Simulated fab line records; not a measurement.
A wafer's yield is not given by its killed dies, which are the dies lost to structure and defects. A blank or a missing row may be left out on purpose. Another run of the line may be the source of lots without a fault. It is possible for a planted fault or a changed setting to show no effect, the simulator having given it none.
fab line records	flow n5-finfet	part 2 of 2: steps 4 to 6 of 6
record lots=20	wafers=60	last-day=22
route steps=1938 shown HKMG_FIN@401 GATE_CUT@467 MOL_CONTACT_COAG@539
lots that met no fault: taken from a fault-free run of the same line
start-h: the number of hours between the record's first day and the start of the first shown wafer of the lot	wait-h: time in hours since the lot's previous step	" repeats the value in the row above	L1.1+2: several wafers, shown together as one row	- no value, or no start was given	* or withheld: withheld	< > ~ a bound
route shown NAME@n: NAME is a module with steps in the file, n the number in the route of the first one	usual: mean/standard deviation taken from wafers without a fault	same: alike in all rows	chamber/n: place in a boat	sites: the reading at each site	_std_site: standard deviation across them	_edge_site: outer sites' mean less inner sites'	radius-mm: for every site, how far away it sits from the centre of the wafer	mask NAME#n: copy n	behind: tool/chamber where the wafer was last shaped	hold: cause of the lot's hold/its duration in hours/its outcome	device: the n, p or np transistor that did not switch	end of line: tests of these same wafers at the route's end	step lacking rows: just its recipe	killed: count of dies lost to structure and defects at first sort (not the wafer's yield)	map: shows each die of a wafer: x if killed, . if not, _ if none is there
set.NAME: the run value of the setting; set.NAME@STEP: its run value at that earlier step	model.NAME: the simulator's own value behind a step, which no gauge read
one table for each step of the route and one row for each wafer, over a sample of lots
services: from which hour (start-h, from the record's first day; less than 0 if before it) a tool's chamber was out of use, for how many hours, and why
## steps
# step N5_GATE_CUT_ETCH_36
# recipe chemistry=CF4	target=SiARC	target-depth-a=130	mask-material=CAR-EUV	time-s=21.7	ion-energy-ev=80	pressure-mtorr=40	source-w=545	bias-w=36	Ar_flow_sccm=100	cf4-flow-sccm=100	ends=cleared
# usual cf4-flow-sccm=100.0/0.31	drypump-motor-current-A=5.9/0.38	etch-rf-on-time-s=21.7/0.32	oes-product-au=0.69/0.079	rf-vpp-V=184.0/1.2	showerhead-plenum-p-Torr=2.13/0.065	throttle-valve-pct=15.60/0.17
lot.wafer	tool	chamber	start-h	wait-h	cf4-flow-sccm	drypump-motor-current-A	etch-rf-on-time-s	oes-product-au	rf-hours-counter-h	rf-vpp-V	showerhead-plenum-p-Torr	throttle-valve-pct
L074.1	rie-diel-03	3	84.93	0.0	100.6	6.1	21.7	0.72	67	180.9	2.08	15.36
L074.3	"	1	"	"	100.2	5.2	21.9	0.61	190	184.5	2.21	15.47
L074.5	"	2	"	"	99.9	5.9	21.4	0.77	-	185.8	2.19	15.47
L075.2	rie-diel-01	0	95.34	0.0	100.3	5.4	22.2	0.59	240	182.8	2.11	16.00
L075.4	"	0	"	"	100.4	5.4	22.0	0.59	-	183.8	2.12	15.97
L075.5	"	2	"	"	99.3	5.7	21.7	0.73	-	184.2	2.18	15.72
L076.4	rie-diel-01	2	97.35	0.0	99.8	5.7	21.8	0.72	46	185.1	2.18	15.72
L076.5	"	1	"	"	99.9	5.6	21.9	0.62	-	182.5	2.04	15.83
L076.6	"	2	"	"	100.3	5.7	21.8	0.73	-	185.2	2.18	15.74
L078.4	rie-diel-03	2	107.30	0.0	99.9	5.9	21.1	0.76	-	183.7	2.19	15.48
L078.5	"	0	"	"	100.2	6.0	21.6	0.79	-	183.8	2.11	15.61
L078.6	"	1	"	"	100.2	5.2	21.9	0.61	-	185.5	2.21	15.48
L081.1	rie-diel-06	0	125.89	0.0	99.8	6.5	22.0	0.68	126	184.5	2.23	15.54
L081.2	"	3	"	"	100.0	5.8	22.1	0.59	215	183.4	2.03	15.49
L081.4	"	2	"	"	100.2	5.5	21.7	0.70	-	183.4	2.17	15.48
L082.1	rie-diel-01	3	134.50	0.0	100.6	6.1	21.2	0.81	12	184.3	2.19	15.37
L082.3	"	2	"	"	100.0	5.7	21.9	0.71	59	183.8	2.18	15.75
L082.6	"	1	"	"	100.4	5.6	22.2	0.61	-	182.8	2.03	15.87
L083.2	rie-diel-06	3	142.84	0.0	100.3	5.8	22.1	0.60	222	183.2	2.03	15.51
L083.3	"	2	"	"	99.9	5.5	21.5	0.69	96	185.5	2.16	15.48
L083.4	"	0	"	"	100.3	6.5	22.0	0.66	133	185.9	2.23	15.53
L084.4	rie-diel-06	2	145.11	0.0	100.3	5.5	21.5	0.69	97	185.2	2.16	15.49
L084.5	"	3	"	"	99.5	5.8	21.8	0.60	-	182.6	2.03	15.50
L084.6	"	0	"	"	99.5	6.5	21.8	0.67	-	185.1	2.23	15.53
L085.1	rie-diel-01	0	151.94	0.0	100.0	5.4	21.3	0.83	3	181.6	2.11	15.50
L085.2	"	2	"	"	100.0	5.7	21.8	0.70	66	185.3	2.17	15.76
L085.6	"	0	"	"	99.8	5.4	21.4	0.82	-	183.9	2.11	15.50
L086.3	rie-diel-03	1	157.61	0.0	100.3	5.2	22.1	0.59	214	185.5	2.20	15.51
L086.5	"	0	"	"	99.4	6.0	21.8	0.76	-	183.2	2.10	15.63
L086.6	"	1	"	"	100.5	5.2	21.9	0.59	-	184.9	2.20	15.52
L087.2	rie-diel-06	3	163.33	0.0	100.5	5.8	22.0	0.59	227	184.1	2.03	15.51
L087.4	"	1	"	"	99.9	6.3	21.4	0.83	5	182.0	2.11	15.56
L087.6	"	1	"	"	100.0	6.2	21.5	0.84	-	183.5	2.11	15.57
L088.2	rie-diel-06	2	168.28	0.0	100.4	5.5	21.5	0.70	102	183.3	2.16	15.51
L088.5	"	0	"	"	99.7	6.5	22.1	0.66	-	185.7	2.23	15.56
L088.6	"	1	"	"	100.1	6.2	21.5	0.83	-	184.6	2.11	15.57
L090.3	rie-diel-01	1	180.98	0.0	99.7	5.6	22.1	0.61	236	182.1	2.03	15.90
L090.5	"	1	"	"	100.1	5.6	22.0	0.61	-	183.8	2.03	15.90
L090.6	"	2	"	"	100.3	5.7	21.9	0.69	-	184.8	2.17	15.79
L091.1	rie-diel-03	3	184.42	0.0	100.1	6.1	21.4	0.69	96	184.0	2.07	15.43
L091.2	"	2	"	"	99.9	5.9	21.2	0.73	53	184.2	2.18	15.54
L091.3	"	1	"	"	99.8	5.2	21.9	0.60	222	184.7	2.20	15.52
L092.1	rie-diel-06	3	192.53	0.0	100.1	5.8	22.2	0.59	236	182.3	2.03	15.55
L092.2	"	2	"	"	100.0	5.5	21.8	0.68	110	183.3	2.16	15.51
L092.5	"	2	"	"	100.4	5.5	21.9	0.67	-	184.5	2.16	15.53
L093.1	rie-diel-01	3	196.45	0.0	100.5	6.1	20.8	0.78	34	185.9	2.18	15.38
L093.4	"	1	"	"	100.5	5.6	22.0	0.61	242	183.7	2.03	15.92
L093.5	"	1	"	"	100.8	5.6	21.9	0.60	-	182.1	2.03	15.89
L094.1	rie-diel-01	1	203.37	0.0	100.1	5.6	22.0	0.61	245	180.6	2.03	15.91
L094.5	"	3	"	"	99.9	6.1	21.1	0.78	-	183.4	2.18	15.39
L094.6	"	0	"	"	100.0	5.4	21.2	0.78	-	182.8	2.11	15.54
L095.4	rie-diel-03	1	210.49	0.0	100.3	5.2	22.1	0.59	231	184.1	2.20	15.54
L095.5	"	0	"	"	100.0	6.0	21.9	0.73	-	183.6	2.09	15.67
L095.6	"	1	"	"	100.2	5.2	21.9	0.60	-	185.5	2.20	15.52
L096.3	rie-diel-03	0	217.80	0.0	100.3	6.0	21.7	0.74	50	183.2	2.09	15.70
L096.4	"	3	"	"	100.0	6.1	21.7	0.69	106	182.7	2.07	15.42
L096.6	"	0	"	"	100.4	6.0	21.7	0.73	-	183.7	2.09	15.67
L097.3	rie-diel-06	2	227.16	0.0	99.7	5.5	21.7	0.67	121	184.1	2.15	15.55
L097.4	"	1	"	"	100.1	6.3	21.7	0.78	27	183.8	2.11	15.61
L097.5	"	3	"	"	100.4	5.8	22.3	0.58	-	183.1	2.02	15.57
# step N5_GATE_CUT_VAPOR_ETCH_48
# recipe chemistry=BCl3/Cl2	target=TiN	mode=isotropic
# usual drypump-motor-current-A=5.6/0.32	he-backside-leak-sccm=3.4/0.3	oes-product-au=0.73/0.073
lot.wafer	tool	chamber	start-h	wait-h	drypump-motor-current-A	he-backside-leak-sccm	oes-product-au
L074.1	rie-metal-03	0	85.45	0.0	5.3	2.9	0.70
L074.3	"	1	"	"	5.4	3.3	0.84
L074.5	"	1	"	"	5.4	3.2	0.83
L075.2	rie-metal-03	0	95.86	0.0	5.3	3.2	0.70
L075.4	"	1	"	"	5.5	3.2	0.84
L075.5	"	1	"	"	5.4	3.3	0.83
L076.4	rie-metal-02	0	97.88	0.0	6.2	3.3	0.80
L076.5	"	1	"	"	5.7	3.3	0.64
L076.6	"	0	"	"	6.2	3.4	0.80
L078.4	rie-metal-03	0	107.82	0.0	5.3	3.1	0.70
L078.5	"	0	"	"	5.3	3.3	0.70
L078.6	"	1	"	"	5.5	3.4	0.84
L081.1	rie-metal-03	1	126.41	0.0	5.4	3.5	0.82
L081.2	"	0	"	"	5.3	3.2	0.70
L081.4	"	1	"	"	5.4	3.5	0.83
L082.1	rie-metal-03	1	135.02	0.0	5.4	3.3	0.81
L082.3	"	0	"	"	5.3	3.1	0.69
L082.6	"	1	"	"	5.5	3.4	0.82
L083.2	rie-metal-03	1	143.36	0.0	5.5	3.4	0.81
L083.3	"	0	"	"	5.3	3.4	0.68
L083.4	"	1	"	"	5.4	3.3	0.81
L084.4	rie-metal-01	0	145.64	0.0	5.6	3.7	0.68
L084.5	"	0	"	"	5.5	3.9	0.67
L084.6	"	1	"	"	5.9	3.5	0.67
L085.1	rie-metal-01	0	152.46	0.0	5.5	3.3	0.67
L085.2	"	1	"	"	5.9	3.5	0.67
L085.6	"	0	"	"	5.5	3.6	0.66
L086.3	rie-metal-02	0	158.14	0.0	6.3	3.4	0.79
L086.5	"	0	"	"	6.2	3.5	0.79
L086.6	"	1	"	"	5.7	3.3	0.63
L087.2	rie-metal-02	0	163.85	0.0	6.3	3.5	0.80
L087.4	"	0	"	"	6.3	3.4	0.80
L087.6	"	0	"	"	6.3	3.4	0.80
L088.2	rie-metal-02	0	168.80	0.0	6.2	3.3	0.79
L088.5	"	1	"	"	5.7	3.3	0.63
L088.6	"	0	"	"	6.2	3.2	0.80
L090.3	rie-metal-03	0	181.51	0.0	5.4	3.4	0.67
L090.5	"	1	"	"	5.5	3.4	0.80
L090.6	"	0	"	"	5.3	3.2	0.68
L091.1	rie-metal-03	0	184.94	0.0	5.3	3.1	0.67
L091.2	"	1	"	"	5.4	3.6	0.81
L091.3	"	0	"	"	5.3	3.2	0.67
L092.1	rie-metal-02	1	193.11	0.0	5.7	3.5	0.62
L092.2	"	0	"	"	6.3	3.5	0.78
L092.5	"	1	"	"	5.7	3.4	0.62
L093.1	rie-metal-03	1	196.97	0.0	5.4	5.3	0.80
L093.4	"	1	"	"	5.4	3.2	0.81
L093.5	"	1	"	"	5.4	3.3	0.80
L094.1	rie-metal-01	1	203.89	0.0	5.9	3.4	0.66
L094.5	"	0	"	"	5.6	3.6	0.67
L094.6	"	1	"	"	5.9	3.3	0.65
L095.4	rie-metal-01	0	211.02	0.0	5.6	3.3	0.66
L095.5	"	1	"	"	5.9	3.5	0.66
L095.6	"	0	"	"	5.6	3.6	0.66
L096.3	rie-metal-01	0	218.33	0.0	5.5	3.4	0.66
L096.4	"	1	"	"	5.9	3.6	0.66
L096.6	"	0	"	"	5.5	3.4	0.66
L097.3	rie-metal-02	0	227.88	0.1	6.2	3.3	0.76
L097.4	"	0	"	"	6.2	3.4	0.77
L097.5	"	0	"	"	6.2	3.5	0.77
# step N5_MOL_CONTACT_COAG_STRIP_98
# recipe chemistry=N2/H2	power-w=500	temp-c=40	pressure-mtorr=50	rf-frequency-hz=6e+07	overash-fraction=0.3	bias-power-w=8	h2-frac=0.5	n2-flow-sccm=300	h2-flow-sccm=300
# usual drypump-motor-current-A=5.7/0.4	oes-product-au=0.77/0.088	rf-vpp-V=54.1/1.6	showerhead-plenum-p-Torr=3.37/0.13	throttle-valve-pct=19.06/0.29
lot.wafer	tool	chamber	start-h	wait-h	drypump-motor-current-A	oes-product-au	rf-hours-counter-h	rf-vpp-V	showerhead-plenum-p-Torr	throttle-valve-pct
L074.1	rie-diel-02	2	88.99	0.0	5.7	0.84	66	54.3	3.55	19.22
L074.3	"	3	"	"	5.7	0.79	114	53.5	3.25	19.05
L074.5	"	0	"	"	5.6	0.73	-	57.7	3.22	18.60
L075.2	rie-diel-04	0	99.71	0.0	6.1	0.69	230	56.3	3.19	19.11
L075.4	"	3	"	"	5.1	0.72	204	53.0	3.46	19.56
L075.5	"	2	"	"	5.2	0.72	-	56.0	3.33	18.63
L076.4	rie-diel-04	2	102.90	0.0	5.2	0.72	182	56.5	3.33	18.65
L076.5	"	3	"	"	5.1	0.72	-	54.6	3.46	19.58
L076.6	"	2	"	"	5.2	0.73	-	56.4	3.33	18.67
L078.4	rie-diel-04	3	111.53	0.0	5.2	0.72	209	54.0	3.46	19.58
L078.5	"	2	"	"	5.2	0.72	-	51.4	3.33	18.66
L078.6	"	1	"	"	5.6	0.96	-	56.4	3.30	18.99
L081.1	rie-diel-02	3	130.08	0.0	5.6	0.80	127	52.4	3.24	19.07
L081.2	"	0	"	"	5.6	0.73	177	53.3	3.22	18.66
L081.4	"	2	"	"	5.7	0.83	79	55.2	3.54	19.24
L082.1	rie-diel-04	1	138.56	0.0	5.6	0.91	25	55.8	3.29	19.03
L082.3	"	2	"	"	5.2	0.71	195	51.7	3.32	18.71
L082.6	"	3	"	"	5.1	0.71	-	53.6	3.45	19.57
L083.2	rie-diel-05	3	147.38	0.0	6.6	0.71	179	52.8	3.47	18.93
L083.3	"	1	"	"	5.4	0.67	246	54.9	3.19	19.56
L083.4	"	1	"	"	5.4	0.68	-	52.5	3.19	19.58
L084.4	rie-diel-05	3	149.18	0.0	6.6	0.70	180	51.6	3.47	18.94
L084.5	"	3	"	"	6.6	0.72	-	54.8	3.47	18.94
L084.6	"	2	"	"	5.7	0.70	-	55.9	3.46	19.06
L085.1	rie-diel-05	3	156.01	0.0	6.6	0.70	183	53.6	3.47	18.93
L085.2	"	2	"	"	5.8	0.69	215	55.6	3.45	19.09
L085.6	"	3	"	"	6.6	0.71	-	55.1	3.47	18.92
L086.3	rie-diel-02	1	162.15	0.0	5.8	0.74	161	54.8	3.49	18.89
L086.5	"	2	"	"	5.7	0.82	-	54.1	3.53	19.30
L086.6	"	1	"	"	5.7	0.74	-	56.3	3.49	18.88
L087.2	rie-diel-04	2	168.09	0.0	5.2	0.71	206	56.1	3.32	18.70
L087.4	"	3	"	"	5.1	0.71	-	52.7	3.44	19.63
L087.6	"	1	"	"	5.6	0.91	-	55.3	3.29	19.05
L088.2	rie-diel-05	3	172.47	0.0	6.6	0.71	190	55.8	3.47	18.97
L088.5	"	2	"	"	5.8	0.69	-	56.4	3.45	19.10
L088.6	"	3	"	"	6.6	0.70	-	54.0	3.47	18.95
L090.3	rie-diel-02	1	185.47	0.0	5.7	0.73	170	53.2	3.48	18.89
L090.5	"	3	"	"	5.7	0.77	-	55.6	3.23	19.11
L090.6	"	0	"	"	5.6	0.71	-	56.1	3.21	18.69
L091.1	rie-diel-02	0	188.80	0.0	5.6	0.71	196	53.3	3.21	18.70
L091.2	"	2	"	"	5.7	0.81	101	54.4	3.53	19.27
L091.3	"	3	"	"	5.6	0.77	149	54.9	3.23	19.12
L092.1	rie-diel-04	0	197.80	0.0	6.1	0.96	9	54.6	3.59	18.82
L092.2	"	1	"	"	5.6	0.89	49	51.8	3.28	19.06
L092.5	"	3	"	"	5.1	0.69	-	52.5	3.44	19.64
L093.1	rie-diel-04	1	200.51	0.0	5.5	0.90	50	52.5	3.28	19.09
L093.4	"	2	"	"	5.2	0.70	220	54.7	3.31	18.76
L093.5	"	0	"	"	6.1	0.96	-	53.2	3.58	18.78
L094.1	rie-diel-04	3	207.44	0.0	5.2	0.68	248	56.6	3.43	19.66
L094.5	"	1	"	"	5.6	0.88	-	55.2	3.28	19.05
L094.6	"	2	"	"	5.2	0.68	-	53.1	3.31	18.74
L095.4	rie-diel-02	2	214.71	0.0	5.7	0.80	108	52.3	3.53	19.33
L095.5	"	3	"	"	5.6	0.75	-	51.1	3.22	19.10
L095.6	"	2	"	"	5.7	0.80	-	57.6	3.53	19.30
L096.3	rie-diel-02	1	221.99	0.0	5.8	0.73	181	51.6	3.48	18.96
L096.4	"	0	"	"	5.6	0.69	207	54.4	3.20	18.73
L096.6	"	2	"	"	5.7	0.79	-	54.0	3.52	19.27
L097.3	rie-diel-02	3	232.09	0.0	5.6	0.75	162	54.0	3.22	19.15
L097.4	"	0	"	"	5.6	0.69	210	53.8	3.20	18.72
L097.5	"	0	"	"	5.6	0.70	-	55.1	3.20	18.70
## services
tool	chamber	start-h	hours	kind
rie-diel-04	1	54.35	-	clean
rie-diel-04	1	54.35	-	consumable-replace:focus-ring
rie-diel-04	1	54.35	18.2	scheduled-down
rie-diel-04	1	54.35	18.2	vent-cycle
rie-diel-04	3	81.15	6.9	repair
rie-diel-03	-	82.64	0.7	repair
rie-metal-01	-	91.69	2.8	pm
rie-metal-03	-	104.76	1.4	pm
rie-diel-03	3	106.94	1.8	repair
rie-diel-03	0	125.34	6.0	repair
rie-diel-05	1	126.71	2.8	repair
rie-diel-05	2	144.20	3.8	repair
rie-metal-03	1	145.96	11.0	repair
rie-diel-01	2	154.65	6.9	repair
rie-diel-04	0	157.01	-	clean
rie-diel-04	0	157.01	-	consumable-replace:focus-ring
rie-diel-04	0	157.01	-	consumable-replace:showerhead
rie-diel-05	-	172.97	2.8	pm
rie-metal-02	-	181.79	0.6	repair
rie-diel-01	0	189.86	5.1	repair
rie-diel-01	2	208.89	1.8	repair
rie-metal-02	0	219.53	1.3	repair
rie-diel-01	-	225.35	2.8	pm
rie-metal-01	-	228.73	0.3	repair
